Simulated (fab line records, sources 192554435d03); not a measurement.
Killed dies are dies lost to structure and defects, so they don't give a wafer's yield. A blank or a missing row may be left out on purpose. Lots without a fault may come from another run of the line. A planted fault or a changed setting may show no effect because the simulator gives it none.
Chamber matching | flow n5_finfet | N5_WELL_APT_DESCUM_30 on rie_diel-02: 4 sister chambers
The step chemistry O2, time 7.9 s. 22 wafers are shown with their chamber, then 11 later ones without.

WAFERS WITH THEIR CHAMBER
wafer  | chamber | showerhead_plenum_p_Torr (Torr) | drypump_motor_current_A (A) | throttle_valve_pct (%)
L075.2 | 0       | 2.14                            | 5.8                         | 20.27
L075.3 | 2       | 2.25                            | 5.7                         | 20.36
L075.4 | 2       | 2.25                            | 5.7                         | 20.37
L081.2 | 2       | 2.25                            | 5.8                         | 20.37
L081.3 | 1       | 2.14                            | 5.6                         | 20.14
L081.5 | 1       | 2.14                            | 5.6                         | 20.13
L082.1 | 2       | 2.25                            | 5.7                         | 20.38
L082.4 | 2       | 2.25                            | 5.8                         | 20.38
L082.6 | 3       | 2.04                            | 4.7                         | 20.40
L083.1 | 3       | 2.04                            | 4.7                         | 20.41
L083.2 | 2       | 2.25                            | 5.7                         | 20.39
L083.5 | 3       | 2.04                            | 4.7                         | 20.43
L083.3 | 3       | 2.04                            | 4.7                         | 20.43
L083.4 | 2       | 2.25                            | 5.7                         | 20.39
L083.6 | 2       | 2.25                            | 5.7                         | 20.39
L085.2 | 0       | 2.13                            | 5.8                         | 19.95
L085.5 | 0       | 2.13                            | 5.8                         | 19.95
L085.6 | 1       | 2.14                            | 5.6                         | 20.15
L087.1 | 0       | 2.13                            | 5.8                         | 19.98
L087.2 | 1       | 2.14                            | 5.6                         | 20.17
L087.3 | 3       | 2.04                            | 4.7                         | 20.43
L087.4 | 1       | 2.14                            | 5.6                         | 20.17

SIGNATURES (means of the wafers above)
reading                  | chamber 0 | chamber 1 | chamber 2 | chamber 3 | scatter within a chamber
showerhead_plenum_p_Torr | 2.1325    | 2.1400    | 2.2500    | 2.0400    | 0.00204
drypump_motor_current_A  | 5.800     | 5.600     | 5.725     | 4.700     | 0.0289
throttle_valve_pct       | 20.0375   | 20.1520   | 20.3788   | 20.4200   | 0.0648
Rule: a wafer's distance from a chamber is the root of the sum, over the readings, of the square of ((its reading less the chamber's mean) divided by the reading's scatter). The wafer belongs to the nearest chamber; if the next one is less than 2 further off, it can't be placed. The scatter: the root of (the sum of the squares of (reading less its chamber's mean) over the shown wafers, divided by (wafers less chambers)).

WAFERS WITHOUT THEIR CHAMBER
wafer  | showerhead_plenum_p_Torr (Torr) | drypump_motor_current_A (A) | throttle_valve_pct (%)
L087.5 | 2.04                            | 4.8                         | 20.43
L087.6 | 2.13                            | 5.8                         | 19.96
L093.2 | 2.24                            | 5.7                         | 20.43
L093.4 | 2.12                            | 5.8                         | 20.00
L093.6 | 2.24                            | 5.8                         | 20.44
L094.1 | 2.12                            | 5.8                         | 19.99
L094.2 | 2.03                            | 4.7                         | 20.47
L094.6 | 2.12                            | 5.8                         | 19.99
L096.1 | 2.03                            | 4.8                         | 20.49
L096.2 | 2.24                            | 5.7                         | 20.45
L096.6 | 2.24                            | 5.8                         | 20.45

WHICH CHAMBER EACH WENT THROUGH
wafer  | from the rows above | in truth
L087.5 | 3                   | 3
L087.6 | 0                   | 0
L093.2 | 2                   | 2
L093.4 | 0                   | 0
L093.6 | 2                   | 2
L094.1 | 0                   | 0
L094.2 | 3                   | 3
L094.6 | 0                   | 0
L096.1 | 3                   | 3
L096.2 | 2                   | 2
L096.6 | 2                   | 2
Placed correctly: 11 of 11. Can't be placed from these rows: 0. Placed wrongly: 0.
